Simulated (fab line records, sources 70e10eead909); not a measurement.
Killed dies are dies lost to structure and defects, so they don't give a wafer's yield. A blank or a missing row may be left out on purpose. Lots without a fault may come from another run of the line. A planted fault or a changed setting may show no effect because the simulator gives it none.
Problem report in the 8D (eight disciplines) form, filled by code | flow nand_harc | the parts of the form that need people (team, actions taken, sign-off) are left out

1. THE PROBLEM
cd_nm at NHARC_P_M0_CD_MEAS_09 reads a mean of 55.9 nm on 6 wafers of 2 lots; wafers without a fault read 89.8 nm with a standard deviation of 0.47. That is -72 standard deviations from the usual mean.
The step: target cd 90 nm.
First seen on wafer L534.4, day 12 02:46, on cd_sem-03. The record holds 42 wafers of 14 lots with a number at this step. Rule for "out", or "out of limits": more than 4 standard deviations from the usual mean. The other wafers with a number count as sound.

2. WHAT IT IS AND WHAT IT IS NOT
question                    | is                     | is not
which readings at this step | cd_nm                  | -
which lots                  | L534, L536             | L520, L521, L522, L523, L525, L526, L528, L529, L530, L531, L541, L543
which wafers of those lots  | all that have a number | -
read on which gauges        | cd_sem-02, cd_sem-03   | cd_sem-01
when                        | from day 12 02:46      | up to then (30 sound wafers); but 6 sound wafers of L541, L543 came after

3. SUSPECTS, AND WHAT RULES EACH OUT
Counting: a tool at a process step up to the reading stays a suspect if it ran every lot that is out and no sound lot after the first of them.
- the gauge at NHARC_P_M0_CD_MEAS_09: ruled out. The wafers that are out were read on 2 gauges (cd_sem-02, cd_sem-03).
- arfi_scanner-02 at NHARC_P_M0_EXPOSE_06 (exposes mask P M0, target cd 90 nm): kept. It ran every lot that is out, first L534 (day 12 02:38), and no sound lot after that; its last sound lot up to then is L529 (day 9 22:16). Its own readings are out on those wafers: exposure_dose_mJ_cm2.
Left after counting: arfi_scanner-02 at NHARC_P_M0_EXPOSE_06.

4. THE CAUSE (what the simulator had put in)
Process parameter drift: arfi_scanner-02, from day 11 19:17 on, at NHARC_P_M0_EXPOSE_06. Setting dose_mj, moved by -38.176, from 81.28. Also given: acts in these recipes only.
Counting left only this tool.

5. THE CHAIN OF EFFECTS, in route order
Each row: a reading whose mean over the struck wafers that have a number lies more than 3 standard deviations from the usual. Only readings for which the record gives a usual standard deviation are gone through. hours: the time from each lot's start at the first step in this table that gives one to its start at this step, as a median over the lots. sigmas: the change in usual standard deviations.
hours | step                  | reading              | usual   | on struck wafers | change | sigmas
0     | NHARC_P_M0_EXPOSE_06  | exposure_dose_mJ_cm2 | 81.29   | 46.90            | -34.39 | -99 or more
0     | NHARC_P_M0_CD_MEAS_09 | cd_nm                | 89.8 nm | 55.9             | -33.9  | -72
The process steps in it:
- NHARC_P_M0_EXPOSE_06: exposes mask P M0, target cd 90 nm.
Later measuring or inspecting steps at which every struck wafer that the step has a row for has a number for every such reading, and none has moved that far: NHARC_P_M0_INSPECT_11.

6. WHAT WOULD HAVE CAUGHT IT SOONER
In this record the first reading out of limits at a measuring or inspecting step was taken at day 12 02:46, 7 hours after the fault began at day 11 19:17.
The tool's own readings at NHARC_P_M0_EXPOSE_06 were out on every struck wafer that the step has a row for (exposure_dose_mJ_cm2): an alarm limit on them would have fired on the first of those.
Of the lots that are out (2), L536 began NHARC_P_M0_EXPOSE_06 on arfi_scanner-02 after day 12 02:46. A hold on the tool at that time would have spared it.
